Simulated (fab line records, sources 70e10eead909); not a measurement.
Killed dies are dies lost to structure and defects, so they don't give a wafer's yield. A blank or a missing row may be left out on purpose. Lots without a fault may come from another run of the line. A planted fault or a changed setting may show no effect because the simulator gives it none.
Which tool did it? | flow nand_harc | 14 lots, 42 wafers sampled, at 4 steps of a route of 1302

WHAT THE GAUGES READ, wafer by wafer
NHARC_END_SORT_01. Usual: killed_at_array 55, standard deviation 12; killed_at_other 1.0, standard deviation 1.2; killed_at_periphery 3.9, standard deviation 2.6; killed_dies 60, standard deviation 12; killed_open 3.3, standard deviation 1.9; killed_short 2.5, standard deviation 1.8.
lot  | measured     | on        | killed_at_array | killed_at_other | killed_at_periphery | killed_dies | killed_open | killed_short | flag
L673 | day 27 16:29 | prober-02 | 125 133 136     | 0 3 2           | 5 5 7               | 130 141 145 | 3 2 4       | 0 2 3        | OFF
L674 | day 27 07:25 | prober-01 | 135 138 136     | 1 1 1           | 5 1 5               | 141 140 142 | 3 0 0       | 0 0 3        | OFF

WHICH TOOL RAN EACH LOT (tool, then ch and the chambers of the sampled wafers, then the start)
lot  | NHARC_A_CHANNEL_FILL_D2_CVD_18   | NHARC_THIN_TSV_PVD_51                   | NHARC_THIN_TSV_ETCH_36
L668 | lpcvd_poly-04 ch 0, day 14 20:46 | pvd_sputter-03, day 24 14:56 or earlier | rie_metal-01 ch 0,1, day 24 14:56
L669 | lpcvd_poly-04 ch 0, day 14 20:46 | pvd_sputter-03, day 24 02:28 or earlier | rie_metal-01 ch 0,1, day 24 02:28
L671 | lpcvd_poly-02 ch 0, day 16 07:27 | pvd_sputter-01, day 25 08:14 or earlier | rie_metal-02 ch 0,1, day 25 08:14
L672 | lpcvd_poly-02 ch 0, day 16 07:27 | pvd_sputter-02, day 25 16:13 or earlier | rie_metal-02 ch 0,1, day 25 16:13
L673 | lpcvd_poly-02 ch 0, day 17 07:06 | pvd_sputter-01, day 27 08:05 or earlier | rie_metal-03 ch 0,1, day 27 08:05
L674 | lpcvd_poly-02 ch 0, day 17 07:06 | pvd_sputter-01, day 26 22:50 or earlier | rie_metal-01 ch 0,1, day 26 22:50
L680 | lpcvd_poly-04 ch 0, day 20 18:10 | pvd_sputter-02, day 30 08:09 or earlier | rie_metal-01 ch 0,1, day 30 08:09
L682 | lpcvd_poly-02 ch 0, day 21 01:13 | pvd_sputter-01, day 30 19:30 or earlier | rie_metal-03 ch 0,1, day 30 19:30
L683 | lpcvd_poly-02 ch 0, day 21 01:13 | pvd_sputter-02, day 30 00:16 or earlier | rie_metal-01 ch 0,1, day 30 00:16
L685 | lpcvd_poly-04 ch 0, day 21 21:38 | pvd_sputter-03, day 31 01:58 or earlier | rie_metal-02 ch 1, day 31 01:58
L686 | lpcvd_poly-02 ch 0, day 22 10:51 | pvd_sputter-02, day 31 15:31 or earlier | rie_metal-01 ch 0,1, day 31 15:31
L687 | lpcvd_poly-04 ch 0, day 23 02:02 | pvd_sputter-02, day 32 09:18 or earlier | rie_metal-02 ch 0,1, day 32 09:18
L688 | lpcvd_poly-04 ch 0, day 23 02:02 | pvd_sputter-03, day 32 10:35 or earlier | rie_metal-03 ch 0,1, day 32 10:35
L690 | lpcvd_poly-04 ch 0, day 23 13:32 | pvd_sputter-03, day 33 01:43 or earlier | rie_metal-03 ch 0,1, day 33 01:43
- NHARC_A_CHANNEL_FILL_D2_CVD_18: deposits poly-Si, target thk 3 nm.
- NHARC_THIN_TSV_PVD_51: deposits Cu, target thk 100 nm.
- NHARC_THIN_TSV_ETCH_36: etches the open film in Cl2/BCl3, target depth 65 nm, time 18.571 s.

WHAT THE TOOLS THEMSELVES READ (means of the sampled wafers that have a number; where no wafer has one, the mark that the record gives instead)
NHARC_A_CHANNEL_FILL_D2_CVD_18. Usual: spike_tc_lower_C 550.5 C, standard deviation 0.98.
lot  | tool          | spike_tc_lower_C (C) | flag
L668 | lpcvd_poly-04 | 549.7                |
L669 | lpcvd_poly-04 | 551.4                |
L671 | lpcvd_poly-02 | 550.5                |
L672 | lpcvd_poly-02 | 550.0                |
L673 | lpcvd_poly-02 | 550.4                |
L674 | lpcvd_poly-02 | 549.4                |
L680 | lpcvd_poly-04 | 549.7                |
L682 | lpcvd_poly-02 | 550.5                |
L683 | lpcvd_poly-02 | 550.3                |
L685 | lpcvd_poly-04 | 550.9                |
L686 | lpcvd_poly-02 | 550.0                |
L687 | lpcvd_poly-04 | 550.2                |
L688 | lpcvd_poly-04 | 550.5                |
L690 | lpcvd_poly-04 | 550.4                |

NHARC_THIN_TSV_PVD_51. Usual: throttle_valve_pct 29.5 %, standard deviation 1.4.
lot  | tool           | throttle_valve_pct (%) | flag
L668 | pvd_sputter-03 | 28.8                   |
L669 | pvd_sputter-03 | 28.8                   |
L671 | pvd_sputter-01 | 29.9                   |
L672 | pvd_sputter-02 | 29.4                   |
L673 | pvd_sputter-01 | 28.5                   |
L674 | pvd_sputter-01 | 29.6                   |
L680 | pvd_sputter-02 | 29.8                   |
L682 | pvd_sputter-01 | 28.4                   |
L683 | pvd_sputter-02 | 30.6                   |
L685 | pvd_sputter-03 | 29.5                   |
L686 | pvd_sputter-02 | 30.2                   |
L687 | pvd_sputter-02 | 30.2                   |
L688 | pvd_sputter-03 | 30.5                   |
L690 | pvd_sputter-03 | 29.6                   |

NHARC_THIN_TSV_ETCH_36. Usual: drypump_motor_current_A 5.7 A, standard deviation 0.37; oes_product_au 1.000 a.u., standard deviation 0.011.
lot  | tool         | drypump_motor_current_A (A) | oes_product_au (a.u.) | flag
L668 | rie_metal-01 | 5.2                         | 0.987                 |
L669 | rie_metal-01 | 5.5                         | 0.989                 |
L671 | rie_metal-02 | 5.7                         | 0.993                 |
L672 | rie_metal-02 | 5.7                         | 0.993                 |
L673 | rie_metal-03 | 6.1                         | 1.019                 |
L674 | rie_metal-01 | 5.2                         | 1.004                 |
L680 | rie_metal-01 | 5.2                         | 0.999                 |
L682 | rie_metal-03 | 6.1                         | 1.005                 |
L683 | rie_metal-01 | 5.2                         | 0.995                 |
L685 | rie_metal-02 | 5.6                         | 1.008                 |
L686 | rie_metal-01 | 5.2                         | 0.998                 |
L687 | rie_metal-02 | 5.7                         | 1.004                 |
L688 | rie_metal-03 | 6.2                         | 1.002                 |
L690 | rie_metal-03 | 6.1                         | 1.006                 |

THE ANSWER, worked out from the rows above alone
Rule: a lot is off if the mean of its wafers that have a number lies more than 3 standard deviations from the usual mean. A lot without any number at a reading at which 4 lots or more have one is off too. The other lots that the step has rows for count as sound. The gauges are gone through in route order, then the tools' own readings, and for those a lot's mean is taken as printed above. The first step at which some lot is off is used, and at that step the reading that is off furthest; a lot without a number counts as furthest.
Off: L673, L674, at NHARC_END_SORT_01 (killed_at_array). Neither off nor sound, because the step has no rows for them: L668, L669, L671, L672, L680, L682, L683, L685, L686, L687, L688, L690.
A tool fits if, at a process step before that reading, it ran every lot that is off, and no sound lot after the first of them. The gauges at NHARC_END_SORT_01 are tried like those tools. NHARC_THIN_TSV_PVD_51 gives no start for some lots, so the hours and the order of its lots are those of NHARC_THIN_TSV_ETCH_36. Can't be told from this: 2 tools fit, lpcvd_poly-02 at NHARC_A_CHANNEL_FILL_D2_CVD_18, pvd_sputter-01 at NHARC_THIN_TSV_PVD_51.

WHAT THE SIMULATOR HAD PUT IN
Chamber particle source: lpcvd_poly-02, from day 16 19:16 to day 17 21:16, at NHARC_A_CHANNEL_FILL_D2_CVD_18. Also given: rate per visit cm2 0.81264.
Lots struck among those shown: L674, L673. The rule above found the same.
